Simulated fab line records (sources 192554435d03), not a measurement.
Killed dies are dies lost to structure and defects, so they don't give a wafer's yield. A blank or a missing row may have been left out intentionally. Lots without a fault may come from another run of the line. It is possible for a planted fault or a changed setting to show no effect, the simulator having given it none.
fab line records	flow n5_finfet
record lots=4	wafers=12	last_day=18
route steps=1938 shown BEOL_M4@1049 PASSIVATION@1936
lots that met no fault: from a run of the same line without faults
start_h: hours from the record's first day to the start of the lot's first wafer shown	wait_h: hours elapsed since this lot's preceding step	" as in the row above	L1.1+2: one row covering several wafers at once	- value missing, or start not given	* or withheld: withheld	< > ~ a bound
route shown NAME@n: a module of which the file shows steps, and the number in the route of the first	usual: mean/standard deviation taken from wafers without a fault	same: alike in all rows	chamber/n: place in a boat	sites: each site's reading	_std_site: the values' standard deviation	_edge_site: mean of outer sites minus mean of inner sites	radius_mm: how far each site lies from the wafer's centre	mask NAME#n: copy n	behind: the tool/chamber that last shaped the wafer	hold: why the lot went on hold/how many hours it stayed there/how the hold came to an end	device: names the non-switching transistor (n, p or np)	end of line: tests of these same wafers at the route's end	a step with no rows: only its recipe	killed: dies lost to structure and defects at the first sort, not the wafer's yield	map: a wafer's dies, x killed, . not, _ none there
set.NAME: setting as actually run; set.NAME@STEP: the setting as run at that earlier step	model.NAME: the simulator's own value behind a step, which no gauge read
a table for each step, a row for each wafer; lots at some steps of the route
services: a tool's chamber out of use, with start hour (start_h, from the record's first day; less than 0 if before it), hours out, and reason
## steps
# step N5_BEOL_M4_COAT_76
# recipe resist=underlayer	temp_c=205	time_s=60	spin_rpm=1500	resist_thk_nm=5
# step N5_BEOL_M4_COAT_22
# recipe resist=CAR-EUV	spin_rpm=1500	resist_thk_nm=30
# step N5_BEOL_M4_EBR_24
# recipe solvent=PGMEA	ebr_width_mm=1.5
# step N5_BEOL_M4_SOFTBAKE_23
# recipe temp_c=110	time_s=60	resist=CAR-EUV
# step N5_BEOL_M4_EXPOSE_25
# recipe mask_id=V3	na=0.33	source_shape=quasar	sigma_inner=0.2	sigma_outer=0.8	polarization=unpolarized	defocus_nm=5	dose_mj=63
# step N5_BEOL_M4_PEB_26
# recipe peb_temp_c=100	peb_time_s=60	resist=CAR-EUV
# step N5_BEOL_M4_DEVELOP_27
# recipe develop_time_s=30	developer=TMAH	resist=CAR-EUV	rinse_liquid=surfactant_rinse	dry=air_spin	dev_temp_c=23
# step N5_BEOL_M4_DESCUM_33
# recipe chemistry=O2	time_s=7	source_power_w=50	bias_power_w=20	pressure_mtorr=20	rf_frequency_hz=2.712e+07	temp_c=40	resist=CAR-EUV	o2_flow_sccm=225
# step N5_BEOL_M4_ETCH_77
# recipe chemistry=N2/H2	target=underlayer	target_depth_a=65	mask_material=CAR-EUV	time_s=5.2	ion_energy_ev=200	pressure_mtorr=30	source_w=840	bias_w=150	n2_flow_sccm=200	h2_flow_sccm=200	ends=cleared
# step N5_BEOL_M4_ETCH_69
# recipe chemistry=CF4	target=SiARC	target_depth_a=156	mask_material=CAR-EUV	time_s=26	ion_energy_ev=80	pressure_mtorr=40	source_w=545	bias_w=36	Ar_flow_sccm=100	cf4_flow_sccm=100	ends=cleared
# usual drypump_motor_current_A=5.7/0.57	etch_rf_on_time_s=26.3/0.75	oes_product_au=0.67/0.075	rf_vpp_V=184.1/1	showerhead_plenum_p_Torr=2.14/0.046	throttle_valve_pct=15.44/0.18
lot.wafer	tool	chamber	start_h	wait_h	drypump_motor_current_A	etch_rf_on_time_s	oes_product_au	rf_hours_counter_h	rf_vpp_V	showerhead_plenum_p_Torr	throttle_valve_pct
L342.1	rie_diel-04	2	233.03	0.0	4.9	27.6	0.61	158	184.1	2.14	15.24
L342.5	"	3	"	"	6.6	25.8	0.60	-	184.7	2.19	15.50
L342.6	"	0	"	"	5.7	26.5	0.57	-	184.6	2.12	15.66
L348.4	rie_diel-05	1	258.25	0.0	6.4	27.0	0.71	58	182.6	2.10	15.31
L348.5	"	3	"	"	5.3	27.0	0.75	-	182.6	2.10	15.41
L348.6	"	2	"	"	5.4	25.4	0.64	-	184.6	2.15	15.39
L347.1	rie_diel-04	1	258.52	0.0	6.4	25.6	0.73	57	184.0	2.17	15.60
L347.3	"	2	"	"	4.9	27.8	0.60	167	182.0	2.13	15.27
L347.6	"	2	"	"	4.9	27.5	0.61	-	184.3	2.13	15.26
L352.1	rie_diel-04	2	269.91	0.0	4.9	28.0	0.60	174	185.2	2.13	15.30
L352.3	"	1	"	"	6.3	25.8	0.70	65	186.1	2.17	15.61
L352.5	"	1	"	"	6.3	25.7	0.72	-	184.9	2.17	15.59
# step N5_BEOL_M4_ALD_98
# recipe material=SiO2	target_thk_a=25	temp_c=100	ald_precursor_family=BDEAS	ald_co_reactant=O2-plasma	pulse_time_s=1	co_reactant_pulse_time_s=1	purge_time_s=2	co_reactant_purge_time_s=2	ald_cycles=17	pressure_torr=2
# step N5_BEOL_M4_ETCHBACK_99
# recipe chemistry=CHF3	target=SiO2	target_depth_a=50	time_s=10.4	source_w=215	bias_w=47	Ar_flow_sccm=200	CHF3_flow_sccm=12	ion_energy_ev=100	pressure_mtorr=30
# step N5_BEOL_M4_ETCH_70
# recipe chemistry=N2/H2	target=SOC	target_depth_a=800	overetch_a=240	mask_material=SiARC	temp_c=40	time_s=130	ion_energy_ev=200	pressure_mtorr=30	source_w=840	bias_w=150	n2_flow_sccm=200	h2_flow_sccm=200
# step N5_BEOL_M4_STRIP_71
# recipe chemistry=N2/H2	temp_c=40	n2_flow_sccm=200	h2_flow_sccm=200	rf_frequency_hz=6e+07
# step N5_BEOL_M4_STRIP_78
# recipe chemistry=N2/H2	temp_c=40	n2_flow_sccm=200	h2_flow_sccm=200	rf_frequency_hz=6e+07
# step N5_BEOL_M4_VIA_ETCH_34
# recipe chemistry=C4F6/O2	target_depth_a=694	mask_material=SOC	pressure_mtorr=15	ion_energy_ev=250	taper_deg=4	time_s=65.9	source_w=350	bias_w=170	Ar_flow_sccm=300	C4F6_flow_sccm=10	O2_flow_sccm=10
# step N5_BEOL_M4_STRIP_83
# recipe chemistry=C4F6/O2	resist=SiARC	rf_frequency_hz=6e+07
# step N5_BEOL_M4_STRIP_36
# recipe chemistry=N2/H2	power_w=450	temp_c=40	pressure_mtorr=20	rf_frequency_hz=6e+07	overash_fraction=0.3	bias_power_w=7	h2_frac=0.5	n2_flow_sccm=200	h2_flow_sccm=200
# step N5_BEOL_M4_TRENCH_ETCH_37
# recipe chemistry=C4F6/O2	target_depth_a=555.55	target=SiOC	time_s=29.2	ion_energy_ev=250	pressure_mtorr=30	source_w=355	bias_w=185	Ar_flow_sccm=300	C4F6_flow_sccm=10	O2_flow_sccm=10
# step N5_BEOL_M4_ETCH_41
# recipe chemistry=CH3F/O2	target=SiCN	target_depth_a=299	taper_deg=2	time_s=52.5	ion_energy_ev=120	mask_material=TiN	pressure_mtorr=30	source_w=395	bias_w=75	Ar_flow_sccm=150	CH3F_flow_sccm=30	O2_flow_sccm=20
# step N5_BEOL_M4_STRIP_97
# recipe chemistry=N2/H2	time_s=10	power_w=450	temp_c=40	pressure_mtorr=20	rf_frequency_hz=6e+07	bias_power_w=7	n2_flow_sccm=200	h2_flow_sccm=200
# step N5_BEOL_M4_HM_STRIP_39
# recipe chemistry=peroxide_tin_strip	material=TiN	target_depth_a=250	temp_c=50	time_s=158
# step N5_BEOL_M4_SRD_40
# recipe time_s=30	temp_c=23	rinse_liquid=diw	dry=ipa_marangoni
# step N5_BEOL_M4_PRECLEAN_42
# recipe chemistry=residue_remover	time_s=60	temp_c=40
# step N5_BEOL_M4_SRD_43
# recipe time_s=30	temp_c=23	rinse_liquid=diw	dry=ipa_marangoni
# step N5_BEOL_M4_DEGAS_44
# recipe ambient=vacuum	temp_c=250	time_s=60
# step N5_BEOL_M4_PRE_CLEAN_45
# recipe gas=H2/He	time_s=30	temp_c=250
# step N5_BEOL_M4_ALD_84
# recipe material=TaN	target_thk_a=*	temp_c=275	ald_precursor_family=PDMAT	ald_co_reactant=NH3	pressure_torr=3	carrier_flow_sccm=1500	pulse_time_s=2	purge_time_s=3	co_reactant_purge_time_s=2	co_reactant_pulse_time_s=3	ald_cycles=30	precursor_vessel_temp_c=75	precursor_vessel_pressure_torr=26.25	precursor_vessel_carrier_sccm=1000
# step N5_BEOL_M4_SURFACE_TREAT_85
# recipe gas=Ar	time_s=*	ion_energy_ev=*	ion_current_ma_cm2=0.5	pressure_mtorr=*	ar_flow_sccm=30
# step N5_BEOL_M4_CVD_47
# recipe material=Co	target_thk_a=30	temp_c=withheld	precursor=CCTBA/H2	pressure_torr=30	time_s=223.8
# step N5_BEOL_M4_SPUTTER_48
# recipe material=Cu	target_thk_a=45	temp_c=-20	chamber_pressure_pa=0.07	power_w=withheld	time_s=8.29
# step N5_BEOL_M4_ANNEAL_49
# recipe temp_c=400	time_s=240	ambient=vacuum
# step N5_BEOL_M4_SPUTTER_79
# recipe material=Cu	target_thk_a=45	temp_c=-20	chamber_pressure_pa=0.07	power_w=withheld	time_s=8.29
# step N5_BEOL_M4_ANNEAL_80
# recipe temp_c=400	time_s=240	ambient=vacuum
# step N5_BEOL_M4_SPUTTER_81
# recipe material=Cu	target_thk_a=45	temp_c=-20	chamber_pressure_pa=0.07	power_w=withheld	time_s=8.29
# step N5_BEOL_M4_ANNEAL_82
# recipe temp_c=400	time_s=240	ambient=vacuum
# step N5_BEOL_M4_SPUTTER_86
# recipe material=Cu	target_thk_a=45	temp_c=-20	chamber_pressure_pa=0.07	power_w=withheld	time_s=8.29
# step N5_PASSIVATION_PROBE_49
# usual defect_limited_yield=91.4/1.4	killed_at_M0_to_M3=34/9.1	killed_at_M4_up=14/5.2	killed_at_contacts=12/6.4	killed_at_front_end=38/11	killed_at_other=3.7/2.8	killed_dies=102/17	killed_on_rim=14/3.9	killed_open=68/13	killed_short=32/7.8	sort_bin_5_function=5.1/1	sort_bin_6_memory=3.2/0.66	sort_bin_8_speed=0.1/0.92	sort_n_pass=1076/19	sort_yield_pct=91.2/1.6
# same gross_dies=1180	killed_at_back_side=0	sort_bin_4_leakage[%]=0
lot.wafer	tool	chamber	start_h	wait_h	defect_limited_yield[%]	killed_at_M0_to_M3	killed_at_M4_up	killed_at_contacts	killed_at_front_end	killed_at_other	killed_dies	killed_on_rim	killed_open	killed_short	sort_bin_5_function[%]	sort_bin_6_memory[%]	sort_bin_8_speed[%]	sort_n_pass	sort_yield_pct[%]
L342.1	prober-01	-	387.55	0.0	91.6	46	17	3	32	1	99	12	66	25	4.2	3.9	0	1081	91.6
L342.5	prober-01	-	387.75	0.2	91.7	29	13	6	47	3	98	9	60	35	5.4	2.5	2.1	1057	89.6
L342.6	prober-01	-	387.80	0.3	92.3	33	9	4	42	3	91	10	51	40	5.1	2.5	0	1089	92.3
L348.4	prober-01	-	398.67	0.2	93.6	17	7	8	39	4	75	9	56	17	4.0	2.2	10.9	976	82.7
L348.5	prober-01	-	398.72	0.2	92.5	20	17	14	38	0	89	11	55	31	4.5	2.5	0	1091	92.5
L348.6	prober-01	-	398.77	0.3	90.9	30	15	14	48	0	107	16	73	31	5.3	3.6	0	1073	90.9
L347.1	prober-02	-	419.49	0.0	91.8	42	13	10	28	4	97	12	67	24	4.7	3.0	0	1083	91.8
L347.3	prober-02	-	419.59	0.1	81.9	25	119	25	40	4	213	25	64	34	11.5	4.9	0.1	966	81.9
L347.6	prober-02	-	419.74	0.3	84.7	19	125	6	26	5	181	26	50	18	9.2	3.4	0	999	84.7
L352.1	prober-02	-	422.42	0.0	84.7	20	111	14	31	4	180	21	43	35	9.3	3.5	0	1000	84.7
L352.3	prober-02	-	422.52	0.1	88.5	46	24	29	34	3	136	21	104	30	6.7	4.5	0	1044	88.5
L352.5	prober-02	-	422.62	0.2	87.0	43	20	12	71	7	153	22	112	40	8.1	4.6	0	1027	87.0
# killed by level:class
L342.1 BEOL_M1:geometric_particle:open=14 STI_FIN_REVEAL:geometric_particle:open=11 BEOL_M3:geometric_particle:open=9 BEOL_M2:geometric_particle:open=7 BEOL_M4:geometric_particle:open=7 FIN_SAQP:geometric_particle:short=4 DUMMY_GATE:geometric_particle:open=4 BEOL_M2:geometric_particle:short=3
L342.5 STI_FIN_REVEAL:geometric_particle:open=14 FIN_SAQP:geometric_particle:short=12 BEOL_M2:geometric_particle:open=12 GATE_CUT:geometric_particle:short=5 BEOL_M0_SAQP:geometric_particle:short=5 BEOL_M1:geometric_particle:open=5 MOL_CONTACT_COAG:geometric_particle:open=4 BEOL_M3:geometric_particle:open=4
L342.6 FIN_SAQP:geometric_particle:open=10 FIN_SAQP:geometric_particle:short=8 STI_FIN_REVEAL:geometric_particle:open=8 GATE_CUT:geometric_particle:open=6 BEOL_M2:geometric_particle:open=6 BEOL_M4:geometric_particle:open=6 BEOL_M3:geometric_particle:short=5 BEOL_M1:geometric_particle:open=4
L348.4 FIN_SAQP:geometric_particle:open=12 STI_FIN_REVEAL:geometric_particle:open=11 FIN_SAQP:geometric_particle:short=7 MOL_CONTACT_COAG:geometric_particle:open=7 BEOL_M2:geometric_particle:open=4 BEOL_M3:geometric_particle:open=4 BEOL_M5:geometric_particle:open=3 BEOL_M0_SAQP:geometric_particle:open=3
L348.5 FIN_SAQP:geometric_particle:open=14 FIN_SAQP:geometric_particle:short=12 MOL_CONTACT_COAG:geometric_particle:open=9 BEOL_M4:geometric_particle:open=7 BEOL_M0_SAQP:geometric_particle:short=6 MOL_CONTACT_COAG:geometric_particle:short=5 BEOL_M3:geometric_particle:open=5 STI_FIN_REVEAL:geometric_particle:open=3
L348.6 FIN_SAQP:geometric_particle:open=18 MOL_CONTACT_COAG:geometric_particle:open=11 BEOL_M0_SAQP:geometric_particle:open=8 BEOL_M0_SAQP:geometric_particle:short=7 STI_FIN_REVEAL:geometric_particle:open=6 BEOL_M2:geometric_particle:open=6 DUMMY_GATE:geometric_particle:open=6 BEOL_M2:geometric_particle:short=6
L347.1 BEOL_M3:geometric_particle:open=15 BEOL_M2:geometric_particle:open=13 MOL_CONTACT_COAG:geometric_particle:open=8 FIN_SAQP:geometric_particle:short=5 BEOL_M4:geometric_particle:open=5 FIN_SAQP:geometric_particle:open=4 BEOL_M2:geometric_particle:short=4 STI_FIN_REVEAL:geometric_particle:open=3
L347.3 BEOL_M4:unspecified=115 MOL_CONTACT_COAG:geometric_particle:open=17 BEOL_M2:geometric_particle:open=9 FIN_SAQP:geometric_particle:open=8 STI_FIN_REVEAL:geometric_particle:open=8 MOL_CONTACT_COAG:geometric_particle:short=8 BEOL_M3:geometric_particle:open=6 FIN_SAQP:geometric_particle:short=4
L347.6 BEOL_M4:unspecified=112 STI_FIN_REVEAL:geometric_particle:open=10 BEOL_M2:geometric_particle:open=9 MOL_CONTACT_COAG:geometric_particle:open=4 STARTING-WAFER:geometric_particle:short=4 BEOL_M4:geometric_particle:open=4 BEOL_M5:geometric_particle:open=4 FIN_SAQP:geometric_particle:short=3
L352.1 BEOL_M4:unspecified=98 MOL_CONTACT_COAG:geometric_particle:open=10 STI_FIN_REVEAL:geometric_particle:open=9 BEOL_M0_SAQP:geometric_particle:short=5 BEOL_M1:geometric_particle:open=5 STI_FIN_REVEAL:geometric_particle:short=4 MOL_CONTACT_COAG:geometric_particle:short=4 BEOL_M13:coat_microbubble_printed=4
L352.3 MOL_CONTACT_COAG:geometric_particle:open=23 BEOL_M4:geometric_particle:open=17 STI_FIN_REVEAL:geometric_particle:open=14 BEOL_M0_SAQP:geometric_particle:open=13 BEOL_M1:geometric_particle:open=9 BEOL_M2:geometric_particle:open=8 DUMMY_GATE:geometric_particle:open=6 MOL_CONTACT_COAG:geometric_particle:short=6
L352.5 STI_FIN_REVEAL:geometric_particle:open=42 FIN_SAQP:geometric_particle:open=11 BEOL_M0_SAQP:geometric_particle:short=11 BEOL_M2:geometric_particle:open=11 BEOL_M0_SAQP:geometric_particle:open=10 BEOL_M4:geometric_particle:open=9 MOL_CONTACT_COAG:geometric_particle:short=7 MOL_CONTACT_COAG:geometric_particle:open=5
# map L347.3 (x killed, . not)
_________________........x..x________________
______________.........x.x.xxxxx_____________
___________.............xxxxxxxxxxx__________
__________......x.x....xxxxxxxxxxxxx_________
________.......x.....xxxxxxxxxxxxxxx.._______
_______.......x.......xxxxxxxxxxxxxxxx.______
______x....x..........x..xxxxxxxxxxxx..._____
_____.....x....x......x.xxxxxxxxxxx.x....____
____x...xx..........x...xxxxxxxxxxxxx.....___
___............x.........xxxxxxx.xx....x...__
___............xx........x...xxxxx.x.x....x__
__.......................x..xx...x.....x...._
__.....x...x.....x.......x.......x....x...x._
_........x...............x.x.................
_..x...........x.xx..........................
_x..x....x...x..............x................
_...........x....x.......x...................
_........x................x.......x..........
_............................................
_..x................x..x.....................
_.........x...........................xxx...x
__x...........x......x...........x..x...x..._
__.....................x..................x._
___............x...................x.......__
___...........x............x....x..........__
____..x......x...........x.......x....x...___
_____x.....................x.....x.......____
______............x...x.x.x..........x.._____
_______...........x.......x............______
________x......x..xx..x..x............_______
__________.........................._________
___________...x...............x....__________
______________.....x.........x.._____________
_________________............________________
# map L352.1 (x killed, . not)
_________________x....x.x...x________________
______________...........xx.xxx._____________
___________............xxxxx.xxxxx.__________
__________...............xxxxxxxxxxx_________
________............x.x..xxxxxxxxxxx.._______
_______......x........x..xxxxxxxxxxxx..______
______..x..............x.xxxxxxxxxxxx..._____
_____...................xxxxxxxxxxxx.....____
____...x................x.xxxxxxxx...x.x..___
___..x..x...x..........x.x.xxxxx...xx......__
___.........xx............xxxxx............__
__.x.......x............x........x.........._
__......x.............................x....._
_.................................x..........
_.................xx.......................x.
_..............x.............................
_.........x...............x........x.......xx
_..................x.................x..x...x
_.......x........x.....x....x...x............
_x..x.......x...............x.......xx.......
_.........x.......x............x.............
__...x..x..........................x........_
__...x..x...............x..................._
___.....xx.........x.........x.............__
___............x............x......x...x...__
____..x..........x.......x.......x........___
_____.x....x.............................____
______.......................x........x._____
_______..............x.......x........x______
________........x....................._______
__________.....x.....x.............._________
___________....x....x........x.....__________
______________x................._____________
_________________............________________
## services
tool	chamber	start_h	hours	kind
rie_diel-05	1	232.14	1.4	repair
rie_diel-04	0	249.99	-	clean
rie_diel-04	0	249.99	-	consumable_replace:focus_ring
rie_diel-04	0	249.99	21.8	scheduled_down
rie_diel-04	0	249.99	21.8	vent_cycle
## key
first_sign step=N5_PASSIVATION_PROBE_49	reading=killed_at_M4_up	direction=up	sigmas=20	usual=14	struck=118
effect step=N5_PASSIVATION_PROBE_49	reading=defect_limited_yield	direction=down	sigmas=5.3	usual=91.4	struck=83.8
more_kills_born_at N5_BEOL_M4_ETCH_69@rie_diel-04=325
met_at N5_BEOL_M4_ETCH_69
struck_wafers L347.3,L347.6,L352.1
onset_between 233.03 258.52
fault kind=chamber_particle_source	tool=rie_diel-04	chamber=2	onset_h=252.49	steps=N5_BEOL_M4_ETCH_69	rate_per_visit_cm2=0.69609	end_h=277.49
